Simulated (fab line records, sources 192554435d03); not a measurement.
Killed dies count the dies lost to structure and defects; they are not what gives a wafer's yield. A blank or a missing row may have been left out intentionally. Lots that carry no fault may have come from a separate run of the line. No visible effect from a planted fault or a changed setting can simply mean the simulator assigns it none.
Matching of chambers + flow n5_finfet + N5_BEOL_M1_CO_CAP_55 on cvd_co-01: 3 sister chambers
The step material Co, precursor CCTBA/H2, target thk 2 nm, time 102.1 s. 18 wafers are shown with their chamber, then 9 later ones without.

## WAFERS PAIRED WITH THEIR CHAMBERS
| wafer  | chamber | heater_power_w (W) | chamber_pressure_Torr (Torr) | susceptor_temp_C (C) |
|--------|---------|--------------------|------------------------------|----------------------|
| L075.2 | 0       | 222                | 30.00                        | 200.16               |
| L075.3 | 2       | 235                | 29.93                        | 200.22               |
| L075.4 | 1       | 244                | 29.92                        | 200.08               |
| L076.1 | 1       | 248                | 30.04                        | 199.81               |
| L076.2 | 0       | 222                | 30.10                        | 199.98               |
| L076.4 | 0       | 220                | 30.04                        | 199.77               |
| L077.1 | 0       | 224                | 30.00                        | 199.75               |
| L077.2 | 1       | 247                | 29.99                        | 200.00               |
| L077.5 | 1       | 239                | 30.00                        | 200.09               |
| L079.3 | 2       | 240                | 30.08                        | 199.85               |
| L079.5 | 0       | 225                | 29.97                        | 199.95               |
| L079.6 | 2       | 233                | 30.04                        | 199.82               |
| L080.3 | 2       | 236                | 30.03                        | 200.29               |
| L080.5 | 0       | 225                | 30.10                        | 200.03               |
| L080.6 | 2       | 230                | 30.06                        | 200.09               |
| L082.1 | 0       | 222                | 29.96                        | 200.00               |
| L082.3 | 2       | 237                | 30.06                        | 199.93               |
| L082.4 | 1       | 240                | 29.95                        | 200.21               |

SIGNATURES, as means of the wafers listed above
| reading               | chamber 0 | chamber 1 | chamber 2 | scatter within a chamber |
|-----------------------|-----------|-----------|-----------|--------------------------|
| heater_power_w        | 222.86    | 243.60    | 235.17    | 3.11                     |
| chamber_pressure_Torr | 30.0243   | 29.9800   | 30.0333   | 0.0535                   |
| susceptor_temp_C      | 199.9486  | 200.0380  | 200.0333  | 0.165                    |
Rule: for a wafer and a chamber, the distance is found by dividing, reading by reading, the gap between the wafer's reading and the chamber's mean by the reading's scatter, squaring, summing and taking the root. The wafer belongs to the nearest chamber; if the next one is less than 2 further off, it can't be placed. The scatter is the square root of a quotient: the sum, over the shown wafers, of each reading's squared deviation from its chamber's mean, divided by wafers minus chambers.

## WAFERS WHOSE CHAMBER IS MISSING
| wafer  | heater_power_w (W) | chamber_pressure_Torr (Torr) | susceptor_temp_C (C) |
|--------|--------------------|------------------------------|----------------------|
| L084.1 | 229                | 30.01                        | 200.21               |
| L084.2 | 246                | 30.02                        | 199.90               |
| L084.4 | 226                | 29.97                        | 199.99               |
| L086.1 | 230                | 29.98                        | 200.08               |
| L086.4 | 219                | 29.91                        | 200.09               |
| L086.6 | 241                | 29.92                        | 199.97               |
| L087.2 | 222                | 29.93                        | 200.25               |
| L087.3 | 244                | 30.04                        | 200.06               |
| L087.5 | 242                | 29.89                        | 200.04               |

## EACH ONE'S CHAMBER
| wafer  | from the rows above     | in truth |
|--------|-------------------------|----------|
| L084.1 | can't be placed: 2 or 0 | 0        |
| L084.2 | 1                       | 1        |
| L084.4 | can't be placed: 0 or 2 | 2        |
| L086.1 | can't be placed: 2 or 0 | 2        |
| L086.4 | 0                       | 0        |
| L086.6 | can't be placed: 1 or 2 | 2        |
| L087.2 | 0                       | 0        |
| L087.3 | can't be placed: 1 or 2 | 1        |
| L087.5 | can't be placed: 1 or 2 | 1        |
3 of 9 placed correctly. Not placeable from these rows: 6 (in 6, the candidates include the true chamber). 0 placed wrongly.
